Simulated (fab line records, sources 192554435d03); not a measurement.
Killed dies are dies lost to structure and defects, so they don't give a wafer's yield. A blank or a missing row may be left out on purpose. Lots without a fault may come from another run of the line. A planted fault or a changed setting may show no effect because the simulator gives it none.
Chamber matching | flow n5_finfet | N5_BEOL_M3_STRIP_19 on rie_diel-06: 4 sister chambers
The step strips in O2. 8 wafers are shown with their chamber, then 7 later ones without.

WAFERS WITH THEIR CHAMBER
wafer  | chamber | throttle_valve_pct (%) | showerhead_plenum_p_Torr (Torr)
L077.6 | 0       | 16.36                  | 2.16
L080.1 | 3       | 16.91                  | 2.03
L080.6 | 3       | 16.91                  | 2.03
L093.1 | 1       | 16.40                  | 2.21
L093.2 | 0       | 16.41                  | 2.15
L093.4 | 2       | 16.56                  | 2.20
L094.1 | 1       | 16.40                  | 2.21
L094.2 | 2       | 16.57                  | 2.20

WAFERS WITHOUT THEIR CHAMBER
wafer  | throttle_valve_pct (%) | showerhead_plenum_p_Torr (Torr)
L094.5 | 16.41                  | 2.15
L096.2 | 16.40                  | 2.14
L096.3 | 16.96                  | 2.02
L096.4 | 16.56                  | 2.20
L097.2 | 16.40                  | 2.21
L097.4 | 16.57                  | 2.20
L097.5 | 16.94                  | 2.02

WHICH CHAMBER EACH WENT THROUGH
wafer  | from the rows above | in truth
L094.5 | 0                   | 0
L096.2 | 0                   | 0
L096.3 | 3                   | 3
L096.4 | 2                   | 2
L097.2 | 1                   | 1
L097.4 | 2                   | 2
L097.5 | 3                   | 3
Placed correctly: 7 of 7. Can't be placed from these rows: 0. Placed wrongly: 0.
How it was worked out, from the rows above alone: a wafer's distance from a chamber is the root of the sum, over the readings, of the square of ((its reading less the chamber's mean) divided by the reading's scatter). The wafer belongs to the nearest chamber; if the next one is less than 2 further off, it can't be placed. A chamber's mean is the mean of its shown wafers. The scatter: the root of (the sum of the squares of (reading less its chamber's mean) over the shown wafers, divided by (wafers less chambers)).
